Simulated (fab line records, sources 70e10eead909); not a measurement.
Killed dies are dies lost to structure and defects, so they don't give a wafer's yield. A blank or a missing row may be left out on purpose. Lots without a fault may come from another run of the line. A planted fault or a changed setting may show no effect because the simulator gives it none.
fab line records | flow nand_harc
record lots=13 wafers=39 last_day=24
route steps=1159 shown A_CONTACT@898 END@1159
lots that met no fault: from a run of the same line without faults
start_h: hours from the record's first day to the start of the lot's first wafer shown | wait_h: hours since the lot's step before | " the same as in the row above | L1.1+2: a row that stands for several wafers | - no value, or no start given | * or withheld: withheld | < > ~ a bound
route shown NAME@n: a module of which the file shows steps, and the number in the route of the first | usual: mean/standard deviation of fault-free wafers | same: alike in all rows | chamber/n: place in a boat | sites: the reading at each site | _std_site: their standard deviation | _edge_site: outer sites' mean less inner sites' | radius_mm: how far each site lies from the wafer's centre | mask NAME#n: copy n | behind: the tool/chamber that last shaped the wafer | hold: why the lot was held/for how many hours/how that ended | device: the transistor (n, p or np) that didn't switch | end of line: the same wafers' tests at the end of the route | a step without rows: its recipe alone | killed: dies lost to structure and defects at the first sort, not the wafer's yield | map: a wafer's dies, x killed, . not, _ none there
set.NAME: the setting as run; set.NAME@STEP: as run at that earlier step | model.NAME: the simulator's own value behind a step, which no gauge read
steps of the route over a sample of lots; a table a step, a row a wafer
services: from which hour (start_h, from the record's first day; less than 0 if before it) a tool's chamber was out of use, for how many hours, and why
## steps
# step NHARC_A_CONTACT_INSPECT_71
# usual raw_defect_count=28/14
# columns lot.wafer tool chamber start_h wait_h raw_defect_count
L922.1 defect_inspect-01 - 370.04 0.0 16
L922.2 " - " " 16
L922.5 " - " " 22
L925.3 defect_inspect-01 - 382.10 0.0 7
L925.4 " - " " 7
L925.6 " - " " 9
L923.2 defect_inspect-01 - 382.67 0.0 30
L923.3 " - " " 39
L923.5 " - " " 36
L926.2 defect_inspect-02 - 397.53 0.0 42
L926.3 " - " " 31
L926.5 " - " " 47
L924.2 defect_inspect-01 - 399.88 0.0 23
L924.4 " - " " 18
L924.5 " - " " 12
L927.2 defect_inspect-01 - 412.57 0.0 19
L927.3 " - " " 20
L927.6 " - " " 29
L928.2 defect_inspect-01 - 414.24 0.0 40
L928.4 " - " " 25
L928.6 " - " " 29
L929.1 defect_inspect-02 - 419.09 0.0 8
L929.2 " - " " 6
L929.4 " - " " 6
L930.1 defect_inspect-02 - 429.11 0.0 20
L930.3 " - " " 21
L930.5 " - " " 23
L933.1 defect_inspect-02 - 439.04 0.0 10
L933.4 " - " " 11
L933.5 " - " " 14
L934.1 defect_inspect-02 - 451.53 0.0 30
L934.4 " - " " 29
L934.6 " - " " 21
L942.1 defect_inspect-02 - 498.75 0.0 22
L942.4 " - " " 30
L942.6 " - " " 22
L945.2 defect_inspect-02 - 502.14 0.0 41
L945.4 " - " " 40
L945.6 " - " " 45
# step NHARC_A_CONTACT_CD_MEAS_80
# usual cd_nm=189.4/1
# columns lot.wafer tool chamber start_h wait_h cd_nm
L922.1 cd_sem-01 - 373.37 - 188.9
L922.2 " - " " 190.5
L922.5 " - " " 189.0
L925.3 cd_sem-01 - 386.29 - 189.7
L925.4 " - " " 189.6
L925.6 " - " " 189.8
L923.2 cd_sem-01 - 386.77 - 190.3
L923.3 " - " " 188.4
L923.5 " - " " 190.8
L926.2 cd_sem-03 - 401.52 - 188.6
L926.3 " - " " 189.1
L926.5 " - " " 190.1
L924.2 cd_sem-02 - 405.24 - 188.9
L924.4 " - " " 190.8
L924.5 " - " " 189.0
L927.2 cd_sem-01 - 415.94 - 187.0
L927.3 " - " " 187.5
L927.6 " - " " 187.5
L928.2 cd_sem-03 - 417.55 - 189.2
L928.4 " - " " 190.3
L928.6 " - " " 190.8
L929.1 cd_sem-01 - 422.43 - 190.7
L929.2 " - " " 190.8
L929.4 " - " " 190.0
L930.1 cd_sem-02 - 432.58 - 187.1
L930.3 " - " " 186.5
L930.5 " - " " 186.8
L933.1 cd_sem-01 - 442.34 - 190.5
L933.4 " - " " 189.0
L933.5 " - " " 189.4
L934.1 cd_sem-02 - 454.83 - 189.0
L934.4 " - " " 190.0
L934.6 " - " " 189.9
L942.1 cd_sem-01 - 502.18 - 189.0
L942.4 " - " " 190.7
L942.6 " - " " 190.0
L945.2 cd_sem-01 - 505.63 - 189.1
L945.4 " - " " 188.6
L945.6 " - " " 188.1
# step NHARC_A_CONTACT_ETCH_106
# recipe target_depth_a=600 overetch_a=60 time_s=33 ion_energy_ev=100 cf4_flow_sccm=80 o2_flow_sccm=20 ar_flow_sccm=0 rf_w=300 bias_w=100 chemistry=CF4/O2
# usual drypump_motor_current_A=6.0/0.39 oes_product_au=1.001/0.013 rf_vpp_V=197.7/1.6 showerhead_plenum_p_Torr=1.33/0.069 throttle_valve_pct=13.397/0.0081
# same time_s=33
# columns lot.wafer tool chamber start_h wait_h drypump_motor_current_A oes_product_au rf_hours_counter_h rf_vpp_V showerhead_plenum_p_Torr throttle_valve_pct
L922.2 rie_diel-03 3 373.70 0.1 6.7 0.984 30 197.8 1.29 13.411
L922.1 " 1 " " 6.0 1.005 28 195.0 1.25 13.402
L922.5 " 3 " " 6.7 0.981 - 197.3 1.29 13.390
L925.3 rie_diel-03 0 386.70 0.1 5.9 0.995 32 197.2 1.32 13.386
L925.4 " 1 " " 6.0 1.008 33 196.2 1.25 13.402
L925.6 " 0 " " 5.9 1.002 - 198.7 1.32 13.406
L923.3 rie_diel-03 2 387.16 0.1 5.6 1.001 35 198.5 1.40 13.398
L923.2 " 0 " " 5.9 1.005 32 196.8 1.32 13.393
L923.5 " 2 " " 5.6 1.000 - 199.0 1.40 13.398
L926.3 rie_diel-03 1 401.81 0.0 6.0 0.990 0 195.3 1.25 13.389
L926.2 " 0 " " 5.9 1.004 0 196.6 1.32 13.409
L926.5 " 1 " " 6.0 0.994 - 197.5 1.25 13.384
L924.4 rie_diel-03 1 405.53 0.1 6.0 0.994 1 196.9 1.25 13.397
L924.2 " 0 " " 5.9 1.007 1 197.5 1.32 13.388
L924.5 " 2 " " 5.5 0.988 - 199.7 1.40 13.392
L927.3 rie_diel-03 3 416.24 0.1 6.7 1.000 2 196.7 1.29 13.398
L927.2 " 1 " " 6.0 1.006 3 195.9 1.25 13.401
L927.6 " 2 " " 5.5 0.996 - 199.9 1.40 13.402
L928.2 rie_diel-11 2 417.88 0.1 6.1 0.999 13 198.1 1.43 13.391
L928.4 " 1 " " 5.7 1.009 12 199.9 1.42 13.401
L928.6 " 3 " " 6.6 1.008 - 194.5 1.24 13.403
L929.4 rie_diel-03 2 423.11 0.1 5.6 0.990 3 200.6 1.40 13.394
L929.2 " 3 " " 6.7 0.994 4 197.6 1.29 13.385
L929.1 " 0 " " 5.9 1.010 4 198.3 1.32 13.390
L930.3 rie_diel-03 1 432.92 0.1 6.0 1.006 7 195.2 1.25 13.388
L930.1 " 2 " " 5.6 0.999 6 199.0 1.40 13.388
L930.5 " 1 " " 6.0 0.997 - 198.2 1.25 13.406
L933.4 rie_diel-11 1 444.27 0.1 5.7 1.029 23 200.4 1.41 13.402
L933.1 " 3 " " 6.6 1.026 24 196.2 1.24 13.403
L933.5 " 2 " " 6.1 1.007 - 198.2 1.42 13.393
L934.1 rie_diel-03 2 455.12 0.1 5.5 1.008 8 199.3 1.40 13.399
L934.4 " 3 " " 6.7 1.019 9 198.2 1.29 13.387
L934.6 " 1 " " 6.0 1.003 - 195.7 1.24 13.407
L942.1 rie_diel-11 0 502.68 0.1 5.8 0.981 44 195.5 1.26 13.400
L942.4 " 2 " " 6.1 0.933 42 198.8 1.42 13.409
L942.6 " 0 " " 5.7 0.973 - 195.5 1.26 13.384
L945.4 rie_diel-03 1 505.92 0.1 6.0 1.008 20 196.5 1.24 13.398
L945.2 " 2 " " 5.6 0.985 17 200.9 1.40 13.391
L945.6 " 1 " " 6.0 0.995 - 195.8 1.24 13.394
# step NHARC_A_CONTACT_DEP_84
# recipe target_thk_a=20000 temp_c=400 material=aC
# usual throttle_valve_pct=35.001/0.0097
# columns lot.wafer tool chamber start_h wait_h throttle_valve_pct
L922.1 acl_dep-01 0 374.35 - 34.999
L922.2 " 0 " " 35.009
L922.5 " 0 " " 35.007
L925.3 acl_dep-03 0 388.31 - 35.014
L925.4 " 0 " " 35.005
L925.6 " 0 " " 34.997
L923.2 acl_dep-02 0 388.38 - 35.004
L923.3 " 0 " " 35.006
L923.5 " 0 " " 35.000
L926.2 acl_dep-02 0 402.66 - 35.003
L926.3 " 0 " " 35.008
L926.5 " 0 " " 35.018
L924.2 acl_dep-02 0 407.61 - 35.009
L924.4 " 0 " " 35.003
L924.5 " 0 " " 34.999
L927.2 acl_dep-02 0 420.27 - 34.998
L927.3 " 0 " " 35.002
L927.6 " 0 " " 35.013
L928.2 acl_dep-01 0 421.97 - 35.016
L928.4 " 0 " " 34.995
L928.6 " 0 " " 34.997
L929.1 acl_dep-03 0 425.33 - 34.995
L929.2 " 0 " " 34.995
L929.4 " 0 " " 35.005
L930.1 acl_dep-01 0 433.58 - 35.013
L930.3 " 0 " " 34.991
L930.5 " 0 " " 35.004
L933.1 acl_dep-03 0 445.09 - 35.003
L933.4 " 0 " " 34.990
L933.5 " 0 " " 34.996
L934.1 acl_dep-03 0 455.78 - 35.010
L934.4 " 0 " " 34.997
L934.6 " 0 " " 35.019
L942.1 acl_dep-02 0 505.03 - 34.979
L942.4 " 0 " " 34.995
L942.6 " 0 " " 34.991
L945.2 acl_dep-03 0 507.30 - 35.001
L945.4 " 0 " " 34.990
L945.6 " 0 " " 34.995
# step NHARC_END_SORT_01
# recipe temp_c=25
# usual killed_at_array=25/10 killed_at_other=0.6/0.91 killed_at_periphery=3.6/2.9 killed_dies=29/10 killed_open=3.3/2 killed_short=1.9/1.5
# same gross_dies=677
# columns lot.wafer tool chamber start_h wait_h killed_at_array killed_at_other killed_at_periphery killed_dies killed_open killed_short
L942.1 prober-01 0 559.32 2.5 28 0 2 30 4 3
L942.4 prober-01 0 561.73 3.4 609 0 8 617 3 1
L942.6 prober-01 0 563.35 4.0 24 1 3 28 1 2
# killed by level:class
L942.1 A_CHANNEL_HOLE_D1:chamber_film_flake=9 A_CONTACT:chamber_film_flake=7 A_WL_FILL:chamber_film_flake=3 P_M0:geometric_particle:short=1 A_ONON_D1:geometric_particle:short=1 A_CHANNEL_HOLE_D1:geometric_particle:open=1 A_CHANNEL_FILL_D1:geometric_particle:short=1 A_CHANNEL_FILL_D1:geometric_particle:open=1
L942.4 A_CONTACT:area_etch=576 A_CHANNEL_HOLE_D1:chamber_film_flake=12 A_CONTACT:chamber_film_flake=6 A_BLC:chamber_film_flake=5 P_STI:chamber_film_flake=4 A_STAIRCASE:chamber_film_flake=3 P_GATE:chamber_film_flake=2 A_SGD_CUT:chamber_film_flake=2
L942.6 A_CONTACT:chamber_film_flake=8 A_CHANNEL_HOLE_D1:chamber_film_flake=5 A_STAIRCASE:chamber_film_flake=4 A_WL_FILL:chamber_film_flake=2 A_SOURCE_PLATE:geometric_particle:short=1 A_CHANNEL_FILL_D1:geometric_particle:open=1 A_WL_FILL:geometric_particle:short=1 P_STI:chamber_film_flake=1
## services
# columns tool chamber start_h hours kind
rie_diel-11 - 366.55 9.0 pm
rie_diel-03 0 371.53 - clean
rie_diel-03 1 371.53 - clean
rie_diel-03 2 371.53 - clean
rie_diel-03 3 371.53 - clean
rie_diel-11 1 383.84 2.7 repair
rie_diel-03 - 392.30 9.0 pm
rie_diel-03 0 392.30 9.0 vent_cycle
rie_diel-03 1 392.30 9.0 vent_cycle
rie_diel-03 2 392.30 9.0 vent_cycle
rie_diel-03 3 392.30 9.0 vent_cycle
rie_diel-03 0 401.30 - clean
rie_diel-03 1 401.30 - clean
rie_diel-03 2 401.30 - clean
rie_diel-03 3 401.30 - clean
acl_dep-03 - 406.05 13.0 pm
rie_diel-03 0 425.80 - clean
rie_diel-03 1 425.80 - clean
rie_diel-03 2 425.80 - clean
rie_diel-03 3 425.80 - clean
rie_diel-11 2 465.19 1.2 repair
acl_dep-01 - 476.30 13.0 pm
rie_diel-03 3 487.54 6.7 repair
rie_diel-11 2 507.23 4.9 repair
## key
first_sign step=NHARC_A_CONTACT_ETCH_106 reading=oes_product_au direction=down sigmas=5.4 usual=1.001 struck=0.933
effect step=NHARC_END_SORT_01 reading=killed_dies direction=up sigmas=57 usual=29 struck=617
more_kills_born_at NHARC_A_CONTACT_ETCH_106@rie_diel-11=576
met_at NHARC_A_CONTACT_ETCH_106
struck_lots L942
struck_wafers L942.4
later_rows_left_out L942.4
tester_left_out L942
not_acting_at NHARC_A_CONTACT_INSPECT_71,NHARC_A_CONTACT_CD_MEAS_80,NHARC_A_CONTACT_DEP_84
onset_between 444.27 502.68
fault kind=process_parameter_drift tool=rie_diel-11 chamber=2 onset_h=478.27 steps=NHARC_A_CONTACT_ETCH_106 channel=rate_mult offset=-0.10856 shape=step end_h=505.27
# tester_left_out: of these lots the tester's yield and bins aren't shown, on N5 and GAA mostly nor the transistor test; their killed dies are dies lost to structure and defects alone, not to doping, threshold or leakage, so they don't give the yield
# later_rows_left_out: the simulator's readings of these wafers behind a module that went badly wrong aren't trusted and aren't shown, but for the sort
